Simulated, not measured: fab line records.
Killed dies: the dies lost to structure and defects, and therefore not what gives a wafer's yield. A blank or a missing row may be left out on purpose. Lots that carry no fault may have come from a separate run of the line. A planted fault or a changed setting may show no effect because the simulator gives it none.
Chamber matching ; flow nand harc ; pecvd-03 running NHARC_A_M1_DEP_33: 3 sister chambers
The step deposits SiCN, target thk 30 nm. 3 wafers are shown with their chamber, then 7 later ones without.

== EACH WAFER AND ITS CHAMBER ==
wafer;chamber;heater power w (W)
L850.5;1;579
L859.1;2;615
L859.3;0;416

== WAFERS WITHOUT THEIR CHAMBER ==
wafer;heater power w (W)
L859.4;402
L856.2;426
L856.3;622
L856.5;625
L864.1;587
L864.5;605
L864.6;588

== EACH ONE'S CHAMBER ==
wafer;from the rows above;in truth
L859.4;0;0
L856.2;0;0
L856.3;2;2
L856.5;2;2
L864.1;1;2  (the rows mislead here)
L864.5;can't be placed: 2 or 1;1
L864.6;can't be placed: 1 or 2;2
Placed correctly: 4 of 7. These rows do not allow placing 2 (true chamber among the candidates in 2). Wrongly placed: 1.
How it was worked out, from the rows above alone: a wafer's distance from a chamber is the root of the sum, over the readings, of the square of ((its reading less the chamber's mean) divided by the reading's scatter). The wafer belongs to the nearest chamber; if the next one is less than 2 further off, it can't be placed. A chamber's mean is the mean of its shown wafers. The scatter: with one shown wafer a chamber, the root of the mean of the squares of how far each hidden wafer lies from its nearest shown one.
